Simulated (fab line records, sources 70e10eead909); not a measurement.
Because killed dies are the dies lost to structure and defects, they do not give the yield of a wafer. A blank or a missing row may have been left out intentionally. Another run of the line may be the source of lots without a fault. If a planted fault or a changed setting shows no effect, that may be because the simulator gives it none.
The tool behind it: which one? ; flow nand harc ; 36 wafers from 12 lots sampled at 2 of the route's 1159 steps

== WHAT THE GAUGES SHOWED, per wafer ==
NHARC_A_ONON_D1_THK_MEAS_18: measures by ellipsometry.
lot;measured;on;thk nm (nm)
L075;day 8 14:03;film metro-02;1015 1018 1016
L077;day 8 14:03;film metro-01;999 1002 998
L079;day 9 05:40;film metro-02;1010 1010 1011
L081;day 9 09:14;film metro-02;1001 1000 1001
L084;day 10 01:16;film metro-01;1017 1016 1016
L085;day 10 20:32;film metro-01;1005 1005 1005
L086;day 11 04:23;film metro-01;994 997 994
L089;day 12 01:19;film metro-01;1003 1002 1002
L091;day 12 00:58;film metro-02;986 988 986
L093;day 12 08:44;film metro-01;995 996 995
L095;day 13 08:10;film metro-01;999 1000 999
L097;day 13 07:50;film metro-02;991 991 992

== EACH LOT AND THE TOOL THAT RAN IT (in order: tool; ch and the chambers of the sampled wafers; start) ==
lot;NHARC_P_BONDPAD_ACTIVATE_29
L075;rie diel-02 ch 1,2,3, day 7 02:37
L077;rie diel-02 ch 0,1,2, day 7 04:01
L079;rie diel-02 ch 2,3, day 7 20:43
L081;rie diel-02 ch 1,2,3, day 8 00:07
L084;rie diel-02 ch 2,3, day 8 15:13
L085;rie diel-02 ch 0,1,3, day 9 08:09
L086;rie diel-02 ch 0,2,3, day 9 18:37
L089;rie diel-05 ch 2,3, day 10 15:59
L091;rie diel-02 ch 1,3, day 10 17:25
L093;rie diel-02 ch 0,1,3, day 10 22:21
L095;rie diel-05 ch 1,2,3, day 11 21:22
L097;rie diel-02 ch 2,3, day 12 00:01
- NHARC_P_BONDPAD_ACTIVATE_29: chemistry N2, time 60 s.

== THE ANSWER, worked out from the rows above alone ==
Rule: the lots themselves supply what counts as usual. The widest of any qualifying gaps counts: lots, ordered by their means at a reading, are off when they make up no more than a third of the lots, leave a main group of 4 or more, and stand apart from it by 3 or more times the standard deviation of that group's means. A main group is skipped when, at the precision printed for the reading in the tables above, its means are all equal. Also off: a lot with no number at a reading for which 4 or more lots have one. All remaining lots with rows at the step are treated as sound.
No lot is off on any of the readings shown, so nothing can be concluded from this.

== WHAT WAS PUT IN BY THE SIMULATOR ==
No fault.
